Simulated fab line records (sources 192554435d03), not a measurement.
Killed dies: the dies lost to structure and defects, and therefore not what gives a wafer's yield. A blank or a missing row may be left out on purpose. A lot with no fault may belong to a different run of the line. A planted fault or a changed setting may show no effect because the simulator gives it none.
fab line records	flow n5Finfet
record lots=9	wafers=26	lastDay=17
route steps=1938 shown BEOL_M2@918 BEOL_M3@941 BEOL_M4@1111 PASSIVATION@1936
lots that met no fault: taken from a fault-free run of the same line
startH: start of the lot's first displayed wafer, in hours after the record's first day	waitH: hours from the lot's prior step to this one	" the same as in the row above	L1.1+2: one row covering several wafers at once	- no value present, or no start provided	* or withheld: withheld	< > ~ a bound
route shown NAME@n: a module of which the file shows steps, and the number in the route of the first	usual: mean/standard deviation taken from wafers without a fault	same: alike in all rows	chamber/n: place in a boat	sites: per-site readings	_std_site: the values' standard deviation	_edge_site: the outer-site mean with the inner-site mean subtracted	radiusMm: how far each site lies from the wafer's centre	mask NAME#n: copy n	behind: the most recent tool/chamber to have shaped the wafer	hold: what put the lot on hold/how long, in hours/how the hold closed	device: whichever transistor did not switch (one of n, p or np)	end of line: at the end of the route, the tests of the same wafers	a step without rows: its recipe alone	killed: count of dies lost to structure and defects at first sort (not the wafer's yield)	map: shows each die of a wafer: x if killed, . if not, _ if none is there
set.NAME: the setting the step ran with; set.NAME@STEP: the setting that earlier step ran with	model.NAME: the simulator's own value behind a step, which no gauge read
the route's steps for a sample of lots (tables are steps, rows are wafers)
services: the hour from which a tool's chamber was out of use, counted from the record's first day as startH (under 0 if before that day), plus the number of hours and why
## steps
# step N5_BEOL_M2_SPUTTER_94
# recipe material=Cu	targetThkA=45	tempC=-20	chamberPressurePa=0.07	powerW=withheld	timeS=8.29
# usual chuckSensorTempC=-15.9/0.31	substrateTempC=-20.00/0.1	throttleValvePct=29.5/1.2
lot.wafer	tool	chamber	startH	waitH	chuckSensorTempC	substrateTempC	throttleValvePct
L812.2	pvdSputter-02	-	150.57	0.1	-16.2	-19.93	30.0
L812.3	"	-	"	"	-15.7	-20.12	29.9
L812.4	"	-	"	"	-15.8	-20.04	29.4
L813.1	pvdSputter-02	-	153.90	0.1	-15.8	-20.01	29.5
L813.3	"	-	"	"	-15.9	-20.02	28.8
L813.4	"	-	"	"	-16.0	-20.07	30.2
L815.1	pvdSputter-01	-	170.67	0.1	-15.8	-20.07	29.3
L815.2	"	-	"	"	-15.7	-19.87	30.8
L815.4	"	-	"	"	-16.5	-20.06	27.6
L816.2	pvdSputter-03	-	173.60	0.1	-16.4	-20.10	29.1
L816.3	"	-	"	"	-15.6	-20.26	31.1
L816.5	"	-	"	"	-16.4	-20.09	29.1
L817.1	pvdSputter-03	-	176.78	0.1	-15.6	-20.01	31.8
L817.5	"	-	"	"	-15.4	-20.07	31.4
L817.6	"	-	"	"	-16.3	-19.98	29.4
L826.4	pvdSputter-01	-	236.06	0.1	-15.7	-19.81	28.0
L826.5	"	-	"	"	-16.7	-19.76	27.8
L826.6	"	-	"	"	-15.7	-20.10	30.4
L831.1	pvdSputter-03	-	255.62	0.1	-15.5	-20.13	29.5
L831.2	"	-	"	"	-16.4	-20.22	29.2
L831.6	"	-	"	"	-16.4	-20.10	29.4
L832.1	pvdSputter-02	-	267.89	0.1	-15.9	-19.87	29.4
L832.5	"	-	"	"	-15.9	-19.90	28.7
L833.1	pvdSputter-02	-	272.01	0.1	-15.6	-19.75	29.9
L833.2	"	-	"	"	-16.0	-20.26	28.7
L833.6	"	-	"	"	-16.1	-20.05	29.9
# step N5_BEOL_M2_RS_MEAS_58
# recipe thkMeasGauge=four-point-probe	reads=Co_of_BEOL_M2_CO_CAP_55+Cu_of_BEOL_M2_ECD_50+Co_of_BEOL_M2_CVD_47+TaN_of_BEOL_M2_ALD_84
# usual M2_RS=0.68/0.03
lot.wafer	tool	chamber	startH	waitH	M2_RS[ohm/sq]
L812.2	filmMetro-02	-	151.84	0.1	0.68
L812.3	"	-	"	"	0.67
L812.4	"	-	"	"	0.73
L813.1	filmMetro-01	-	155.17	0.0	0.67
L813.3	"	-	"	"	0.69
L813.4	"	-	"	"	0.65
L815.1	filmMetro-02	-	172.00	0.0	0.69
L815.2	"	-	"	"	0.70
L815.4	"	-	"	"	0.67
L816.2	filmMetro-01	-	175.13	0.1	0.63
L816.3	"	-	"	"	0.69
L816.5	"	-	"	"	0.64
L817.1	filmMetro-02	-	178.09	0.0	0.67
L817.5	"	-	"	"	0.72
L817.6	"	-	"	"	0.63
L826.4	filmMetro-02	-	237.50	0.0	0.67
L826.5	"	-	"	"	0.70
L826.6	"	-	"	"	0.68
L831.1	filmMetro-01	-	256.94	0.0	0.66
L831.2	"	-	"	"	0.74
L831.6	"	-	"	"	0.70
L832.1	filmMetro-02	-	269.16	0.0	0.65
L832.5	"	-	"	"	0.66
L833.1	filmMetro-02	-	273.33	0.0	0.68
L833.2	"	-	"	"	0.70
L833.6	"	-	"	"	0.66
# step N5_BEOL_M3_EXPOSE_08
# recipe maskId=M3	na=0.33	sourceShape=dipole	sigmaInner=0.369	sigmaOuter=0.767	polarization=unpolarized	doseMj=33
# usual exposureDoseMJCm2=32.95/0.043
# same sigmaInner=0.369
lot.wafer	tool	chamber	startH	waitH	mask	exposureDoseMJCm2
L812.2	euvScanner-02	0	152.35	-	M3#0	32.93
L812.3	"	0	"	"	M3#0	32.96
L812.4	"	0	"	"	M3#0	32.86
L813.1	euvScanner-01	0	156.15	-	M3#0	32.97
L813.3	"	0	"	"	M3#0	32.94
L813.4	"	0	"	"	M3#0	32.93
L815.1	euvScanner-01	0	173.13	-	M3#0	32.98
L815.2	"	0	"	"	M3#0	32.95
L815.4	"	0	"	"	M3#0	32.99
L816.2	euvScanner-01	0	176.00	-	M3#0	28.18
L816.3	"	0	"	"	M3#0	28.15
L816.5	"	0	"	"	M3#0	28.21
L817.1	euvScanner-01	0	179.09	-	M3#0	29.10
L817.5	"	0	"	"	M3#0	29.06
L817.6	"	0	"	"	M3#0	29.11
L826.4	euvScanner-02	0	238.88	-	M3#0	32.92
L826.5	"	0	"	"	M3#0	32.95
L826.6	"	0	"	"	M3#0	32.92
L831.1	euvScanner-02	0	259.02	-	M3#0	33.01
L831.2	"	0	"	"	M3#0	33.03
L831.6	"	0	"	"	M3#0	32.99
L832.1	euvScanner-02	0	270.15	-	M3#0	32.92
L832.5	"	0	"	"	M3#0	32.96
L833.1	euvScanner-02	0	273.91	-	M3#0	32.97
L833.2	"	0	"	"	M3#0	32.95
L833.6	"	0	"	"	M3#0	32.97
# step N5_BEOL_M3_CD_MEAS_11
# recipe targetCdNm=17.05	landingEnergyEv=500	detector=seInlens	polarity=opening
# usual cdNm=16.96/0.24
lot.wafer	tool	chamber	startH	waitH	cdNm
L812.2	cdSem-03	0	152.47	-	17.22
L812.3	"	0	"	"	16.91
L812.4	"	0	"	"	16.70
L813.1	cdSem-01	0	156.27	-	16.74
L813.3	"	0	"	"	16.77
L813.4	"	0	"	"	16.98
L815.1	cdSem-01	0	173.26	-	16.84
L815.2	"	0	"	"	17.30
L815.4	"	0	"	"	16.82
L816.2	cdSem-01	0	176.12	-	13.47
L816.3	"	0	"	"	12.99
L816.5	"	0	"	"	13.22
L817.1	cdSem-03	0	179.22	-	14.03
L817.5	"	0	"	"	14.29
L817.6	"	0	"	"	14.63
L826.4	cdSem-01	0	238.99	-	17.13
L826.5	"	0	"	"	17.13
L826.6	"	0	"	"	17.09
L831.1	cdSem-01	0	259.15	-	17.25
L831.2	"	0	"	"	17.04
L831.6	"	0	"	"	16.68
L832.1	cdSem-03	0	270.28	-	17.15
L832.5	"	0	"	"	16.57
L833.1	cdSem-03	0	274.03	-	16.89
L833.2	"	0	"	"	16.92
L833.6	"	0	"	"	17.09
# step N5_BEOL_M3_ETCH_74
# recipe chemistry=N2/H2	target=underlayer	targetDepthA=65	maskMaterial=CAR-EUV	timeS=5.2	ionEnergyEv=200	pressureMtorr=30	sourceW=840	biasW=150	n2FlowSccm=200	h2FlowSccm=200	ends=cleared
# usual drypumpMotorCurrentA=5.6/0.51	etchRfOnTimeS=5.19/0.12	oesProductAu=0.66/0.083	rfVppV=523.1/2.8	showerheadPlenumPTorr=2.51/0.091	throttleValvePct=17.8/0.35
lot.wafer	tool	chamber	startH	waitH	drypumpMotorCurrentA	etchRfOnTimeS	oesProductAu	rfHoursCounterH	rfVppV	showerheadPlenumPTorr	throttleValvePct
L812.2	rieDiel-04	1	152.99	0.0	5.0	5.21	0.63	160	523.2	2.43	17.8
L812.3	"	2	"	"	6.3	5.05	0.61	210	522.4	2.52	18.3
L812.4	"	0	"	"	5.1	5.09	0.61	200	521.8	2.41	17.8
L813.1	rieDiel-03	3	156.43	0.0	5.5	5.22	0.59	249	519.4	2.50	18.2
L813.3	"	2	"	"	6.6	5.20	0.66	146	526.1	2.63	17.6
L813.4	"	0	"	"	5.7	5.10	0.59	235	522.9	2.49	18.0
L815.1	rieDiel-05	3	173.41	0.0	5.0	5.08	0.60	247	523.7	2.49	17.6
L815.2	"	2	"	"	5.8	5.19	0.57	234	525.6	2.60	17.4
L815.4	"	0	"	"	5.5	5.14	0.77	40	525.7	2.57	17.1
L816.2	rieDiel-03	1	176.27	0.0	4.9	5.24	0.74	43	526.5	2.70	18.2
L816.3	"	2	"	"	6.6	5.19	0.65	154	526.8	2.63	17.6
L816.5	"	1	"	"	4.9	5.21	0.74	-	526.7	2.70	18.1
L817.1	rieDiel-05	0	179.82	0.0	5.6	5.16	0.75	43	525.0	2.57	17.1
L817.5	"	3	"	"	5.0	5.12	0.58	-	520.2	2.49	17.6
L817.6	"	0	"	"	5.5	5.17	0.76	-	526.9	2.57	17.1
L826.4	rieDiel-05	3	239.15	0.0	5.0	5.00	0.82	-	522.6	2.49	17.1
L826.5	"	2	"	"	5.7	5.23	0.56	-	528.8	2.59	17.5
L826.6	"	0	"	"	5.5	5.17	0.73	-	525.4	2.56	17.2
L831.1	rieDiel-05	3	259.30	0.0	5.0	5.12	0.80	20	523.7	2.48	17.2
L831.2	"	0	"	"	5.5	5.26	0.72	73	524.6	2.56	17.2
L831.6	"	3	"	"	5.0	5.11	0.79	-	521.2	2.48	17.1
L832.1	rieDiel-04	1	270.44	0.0	5.0	5.37	0.59	193	522.7	2.41	17.9
L832.5	"	2	"	"	6.3	5.11	0.59	-	523.4	2.51	18.3
L833.1	rieDiel-05	2	274.24	0.0	5.7	5.05	0.84	3	524.2	2.59	17.0
L833.2	"	0	"	"	5.5	5.23	0.71	78	524.5	2.56	17.2
L833.6	"	0	"	"	5.5	5.19	0.71	-	526.4	2.56	17.2
# step N5_BEOL_M3_CD_MEAS_18
# recipe pitchNm=36	targetCdNm=18
# usual cdNm=17.9/0.36
lot.wafer	tool	chamber	startH	waitH	cdNm
L812.2	cdSem-03	-	153.40	0.1	17.6
L812.3	"	-	"	"	17.5
L812.4	"	-	"	"	17.2
L813.1	cdSem-03	-	157.20	0.0	17.7
L813.3	"	-	"	"	18.0
L813.4	"	-	"	"	18.4
L815.1	cdSem-01	-	173.81	0.0	17.7
L815.2	"	-	"	"	18.2
L815.4	"	-	"	"	18.5
L816.2	cdSem-03	-	176.77	0.1	13.6
L816.3	"	-	"	"	14.4
L816.5	"	-	"	"	13.9
L817.1	cdSem-03	-	180.22	0.0	15.3
L817.5	"	-	"	"	15.1
L817.6	"	-	"	"	15.9
L826.4	cdSem-02	-	239.54	0.1	18.4
L826.5	"	-	"	"	17.9
L826.6	"	-	"	"	18.1
L831.1	cdSem-01	-	259.70	0.0	17.9
L831.2	"	-	"	"	17.8
L831.6	"	-	"	"	18.4
L832.1	cdSem-02	-	270.84	0.0	18.0
L832.5	"	-	"	"	17.6
L833.1	cdSem-02	-	274.63	0.0	18.1
L833.2	"	-	"	"	17.9
L833.6	"	-	"	"	18.5
# step N5_BEOL_M4_RC_MEAS_101
# usual DIBL_N=36.1/1.5	DIBL_P=36.1/1.9	IOFF_N=0.159/0.029	IOFF_P=0.21/0.038	ION_N=675/11	ION_P=464/8.1	SS_N=71.5/0.57	SS_P=73.3/0.64	VT_N=249/3.1	VT_P=-250/3.8
lot.wafer	tool	chamber	startH	waitH	DIBL_N[mV/V]	DIBL_P[mV/V]	IOFF_N[nA/um]	IOFF_P[nA/um]	ION_N[uA/um]	ION_P[uA/um]	SS_N[mV/dec]	SS_P[mV/dec]	VT_N[mV]	VT_P[mV]
L812.2	prober-01	0	174.34	0.2	36.9	35.9	0.156	0.20	667	456	71.5	72.8	250	-250
L812.3	"	0	"	"	36.2	35.2	0.148	0.19	675	457	71.4	73.0	251	-252
L812.4	"	0	"	"	36.3	34.8	0.152	0.18	658	453	71.5	72.6	253	-252
L813.1	prober-02	0	176.70	0.0	33.6	32.4	0.118	0.18	668	461	71.4	72.6	257	-248
L813.3	"	0	"	"	35.6	35.8	0.147	0.22	680	471	72.0	73.4	251	-249
L813.4	"	0	"	"	36.6	36.9	0.173	0.24	691	471	72.1	73.4	248	-249
L815.1	prober-02	0	192.89	0.1	34.6	34.7	0.141	0.19	683	467	70.9	72.6	250	-252
L815.2	"	0	"	"	36.3	36.2	0.157	0.21	676	466	72.1	73.3	249	-250
L815.4	"	0	"	"	35.7	35.8	0.162	0.21	677	469	71.3	72.5	249	-249
L826.4	prober-01	0	255.48	0.5	34.6	33.0	0.133	0.17	675	462	70.8	72.3	248	-253
L826.5	"	0	"	"	34.1	32.4	0.122	0.16	666	459	71.0	72.4	252	-255
L826.6	"	0	"	"	37.3	36.1	0.177	0.21	684	467	71.5	74.1	248	-251
L831.1	prober-01	0	281.30	0.0	37.1	36.9	0.177	0.26	686	476	72.1	73.8	245	-245
L831.2	"	0	"	"	36.9	37.2	0.184	0.28	691	481	71.4	73.1	248	-241
L831.6	"	0	"	"	38.5	39.3	0.213	0.31	702	479	72.2	73.5	244	-241
L832.1	prober-02	0	300.63	0.0	35.6	36.6	0.159	0.20	674	456	71.3	72.6	247	-252
L832.5	"	0	"	"	34.5	34.6	0.131	0.17	664	456	71.1	73.1	252	-255
L833.1	prober-02	0	306.03	0.0	37.1	37.1	0.173	0.30	677	479	71.4	73.3	246	-241
L833.2	"	0	"	"	37.5	37.7	0.192	0.32	689	481	72.1	73.7	247	-242
L833.6	"	0	"	"	37.6	37.6	0.198	0.31	686	473	72.0	74.3	245	-244
# step N5_PASSIVATION_PROBE_49
# usual defectLimitedYield=91.5/1.6	killed_at_M0_to_M3=33/10	killed_at_M4_up=13/5.6	killedAtContacts=13/6	killedAtFrontEnd=39/12	killedAtOther=3.0/2.8	killedDies=101/19	killedOnRim=13/4	killedOpen=65/13	killedShort=32/8.3	sort_bin_5_function=5.0/1	sort_bin_6_memory=3.1/0.69	sortNPass=1079/19	sortYieldPct=91.5/1.6
# same grossDies=1180	killedAtBackSide=0	sort_bin_4_leakage[%]=0	sort_bin_8_speed[%]=0
lot.wafer	tool	chamber	startH	waitH	defectLimitedYield[%]	killed_at_M0_to_M3	killed_at_M4_up	killedAtContacts	killedAtFrontEnd	killedAtOther	killedDies	killedOnRim	killedOpen	killedShort	sort_bin_5_function[%]	sort_bin_6_memory[%]	sortNPass	sortYieldPct[%]
L816.2	prober-01	-	308.35	0.1	0	1137	9	8	26	0	1180	152	50	16	2.9	2.8	0	0
L816.3	prober-01	-	308.40	0.1	0	1108	10	15	44	3	1180	152	81	32	5.3	3.8	0	0
L816.5	prober-01	-	308.50	0.2	0	1123	16	10	29	2	1180	152	55	41	5.1	3.1	0	0
L817.1	prober-01	-	311.45	0.0	0	1101	11	10	55	3	1180	152	55	42	4.9	3.1	0	0
L817.5	prober-01	-	311.65	0.2	0	1100	6	14	45	15	1180	152	75	32	5.7	3.1	0	0
L817.6	prober-01	-	311.70	0.3	0	1107	3	14	55	1	1180	152	55	32	4.2	2.9	0	0
L833.1	prober-02	-	414.82	0.0	92.3	26	11	8	39	7	91	7	54	34	4.7	2.5	1089	92.3
L833.2	prober-02	-	414.87	0.1	91.1	33	15	6	44	7	105	16	69	33	6.2	2.2	1075	91.1
L833.6	prober-02	-	415.07	0.3	91.9	37	18	8	31	1	95	11	52	41	5.3	2.5	1085	91.9
# killed by level:class
L816.2 BEOL_M3:areaExpose=1113 FIN_SAQP:geometricParticle:open=11 MOL_CONTACT_COAG:geometricParticle:open=8 BEOL_M2:geometricParticle:open=8 FIN_SAQP:geometricParticle:short=6 BEOL_M0_SAQP:geometricParticle:open=6 STI_FIN_REVEAL:geometricParticle:open=5 BEOL_M4:geometricParticle:open=4
L816.3 BEOL_M3:areaExpose=1067 MOL_CONTACT_COAG:geometricParticle:open=13 FIN_SAQP:geometricParticle:open=12 BEOL_M2:geometricParticle:open=8 BEOL_M1:geometricParticle:open=8 BEOL_M0_SAQP:geometricParticle:short=6 BEOL_M3:geometricParticle:open=6 FIN_SAQP:geometricParticle:short=5
L816.5 BEOL_M3:areaExpose=1082 FIN_SAQP:geometricParticle:short=11 FIN_SAQP:geometricParticle:open=7 BEOL_M0_SAQP:geometricParticle:short=7 BEOL_M2:geometricParticle:open=7 MOL_CONTACT_COAG:geometricParticle:open=6 BEOL_M0_SAQP:geometricParticle:open=6 BEOL_M0:geometricParticle:open=6
L817.1 BEOL_M3:areaExpose=1079 FIN_SAQP:geometricParticle:open=11 GATE_CUT:geometricParticle:short=9 FIN_SAQP:geometricParticle:short=8 STI_FIN_REVEAL:geometricParticle:open=7 GATE_CUT:geometricParticle:open=6 MOL_CONTACT_COAG:geometricParticle:open=6 BEOL_M0_SAQP:geometricParticle:short=4
L817.5 BEOL_M3:areaExpose=1071 FIN_SAQP:geometricParticle:open=14 MOL_CONTACT_COAG:geometricParticle:open=12 FIN_SAQP:geometricParticle:short=10 PASS1_CAP:geometricParticle:open=10 BEOL_M3:geometricParticle:open=8 BEOL_M1:geometricParticle:open=6 BEOL_M2:geometricParticle:open=6
L817.6 BEOL_M3:areaExpose=1091 GATE_CUT:geometricParticle:short=14 FIN_SAQP:geometricParticle:open=12 MOL_CONTACT_COAG:geometricParticle:open=11 STI_FIN_REVEAL:geometricParticle:open=8 BEOL_M1:geometricParticle:open=5 FIN_SAQP:geometricParticle:short=4 DUMMY_GATE:geometricParticle:open=4
L833.1 STI_FIN_REVEAL:geometricParticle:open=11 FIN_SAQP:geometricParticle:short=6 BEOL_M3:geometricParticle:open=6 STI_FIN_REVEAL:geometricParticle:short=5 MOL_CONTACT_COAG:geometricParticle:open=5 BEOL_M0_SAQP:geometricParticle:short=5 BEOL_M1:geometricParticle:open=5 FIN_SAQP:geometricParticle:open=4
L833.2 FIN_SAQP:geometricParticle:short=10 DUMMY_GATE:geometricParticle:open=10 STI_FIN_REVEAL:geometricParticle:open=9 BEOL_M0:geometricParticle:open=5 BEOL_M2:geometricParticle:open=5 BEOL_M4:geometricParticle:open=5 MOL_CONTACT_COAG:geometricParticle:open=4 BEOL_M0_SAQP:geometricParticle:short=4
L833.6 BEOL_M0_SAQP:geometricParticle:open=11 BEOL_M0_SAQP:geometricParticle:short=11 FIN_SAQP:geometricParticle:short=8 MOL_CONTACT_COAG:geometricParticle:open=8 STI_FIN_REVEAL:geometricParticle:open=7 BEOL_M5:geometricParticle:short=6 BEOL_M3:geometricParticle:open=4 BEOL_M8:geometricParticle:open=4
## services
tool	chamber	startH	hours	kind
euvScanner-01	-	144.57	1.2	repair
euvScanner-01	-	153.09	1.0	pm
rieDiel-05	3	180.01	-	clean
rieDiel-05	3	180.01	-	consumableReplace:focusRing
euvScanner-02	-	181.43	1.0	pm
rieDiel-04	1	183.48	4.8	repair
euvScanner-02	-	185.99	1.1	repair
euvScanner-01	-	209.24	1.0	pm
rieDiel-05	1	212.43	-	clean
rieDiel-05	1	212.43	-	consumableReplace:focusRing
rieDiel-05	1	212.43	-	consumableReplace:showerhead
rieDiel-05	1	212.43	30.8	scheduledDown
rieDiel-05	1	212.43	30.8	ventCycle
euvScanner-01	-	225.28	4.6	pm
euvScanner-01	-	231.23	1.8	repair
euvScanner-01	-	233.45	2.0	repair
euvScanner-02	-	236.51	0.1	repair
euvScanner-02	-	237.58	1.0	pm
rieDiel-05	2	243.42	-	clean
rieDiel-05	2	243.42	-	consumableReplace:focusRing
rieDiel-05	2	243.42	18.1	scheduledDown
euvScanner-02	-	247.72	4.6	pm
euvScanner-02	-	256.36	0.5	repair
euvScanner-01	-	265.39	1.0	pm
## key
firstSign step=N5_BEOL_M3_EXPOSE_08	reading=exposureDoseMJCm2	direction=down	sigmas=99+	usual=32.95	struck=28.64
effect step=N5_BEOL_M3_CD_MEAS_11	reading=cdNm	direction=down	sigmas=14	usual=16.96	struck=13.77	through=controlLoop
effect step=N5_BEOL_M3_CD_MEAS_18	reading=cdNm	direction=down	sigmas=8.9	usual=17.9	struck=14.7	through=controlLoop
effect step=N5_PASSIVATION_PROBE_49	reading=killed_at_M0_to_M3	direction=up	sigmas=99+	usual=33	struck=1113
moreKillsBornAt N5_BEOL_M3_EXPOSE_08@euvScanner-01=6503
metAt N5_BEOL_M3_EXPOSE_08
struckLots L816,L817
laterRowsLeftOut L816.2,L816.3,L816.5,L817.1,L817.5,L817.6
loopTrim step=N5_BEOL_M3_EXPOSE_08	setting=dose	lots=L817
notActingAt N5_BEOL_M2_SPUTTER_94,N5_BEOL_M2_RS_MEAS_58,N5_BEOL_M3_ETCH_74
onsetBetween 173.13 176.00
fault kind=processParameterDrift	tool=euvScanner-01	chamber=-	onsetH=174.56	steps=N5_BEOL_M3_EXPOSE_08	channel=doseMj	offset=-4.8423	shape=step	actsIn=theseRecipesOnly	stated=33
# laterRowsLeftOut: the simulator's readings of these wafers behind a module that went badly wrong aren't trusted and aren't shown, but for the sort
# loopTrim: a control loop set the setting to another value than it would have without faults
